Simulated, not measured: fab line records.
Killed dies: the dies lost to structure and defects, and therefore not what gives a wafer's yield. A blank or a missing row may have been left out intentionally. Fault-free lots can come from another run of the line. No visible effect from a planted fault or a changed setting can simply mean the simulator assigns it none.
Matching of chambers	flow n5_finfet	N5_BEOL_M8_DESCUM_33 on rie_diel-04 has 4 sister chambers
The step chemistry O2, time 7 s. 4 wafers are shown with their chamber, then 7 later ones without.

WAFERS PAIRED WITH THEIR CHAMBERS
wafer	chamber	showerhead_plenum_p_Torr (Torr)
L077.3	2	2.04
L082.3	0	2.22
L083.1	1	2.17
L083.3	3	2.03

WAFERS WITHOUT THEIR CHAMBER
wafer	showerhead_plenum_p_Torr (Torr)
L083.6	2.17
L087.1	2.03
L087.2	2.03
L087.3	2.16
L096.2	2.16
L096.3	2.02
L096.5	2.02

CHAMBER TAKEN BY EACH
wafer	from the rows above	in truth
L083.6	1	1
L087.1	can't be placed: 3 or 2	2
L087.2	can't be placed: 3 or 2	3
L087.3	1	1
L096.2	1	1
L096.3	can't be placed: 3 or 2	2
L096.5	can't be placed: 3 or 2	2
Correctly placed: 3 of 7. Unplaceable from these rows: 4, with the true chamber sitting among the candidates in 4. Wrongly placed: 0.
How it was worked out, from the rows above alone: a wafer's distance from a chamber is the root of the sum, over the readings, of the square of ((its reading less the chamber's mean) divided by the reading's scatter). If the next closest chamber is less than 2 further off than the closest, the wafer can't be placed; otherwise it belongs to the closest. Each chamber's mean is taken over the wafers shown for it. The scatter: with one shown wafer a chamber, the root of the mean of the squares of how far each hidden wafer lies from its nearest shown one.
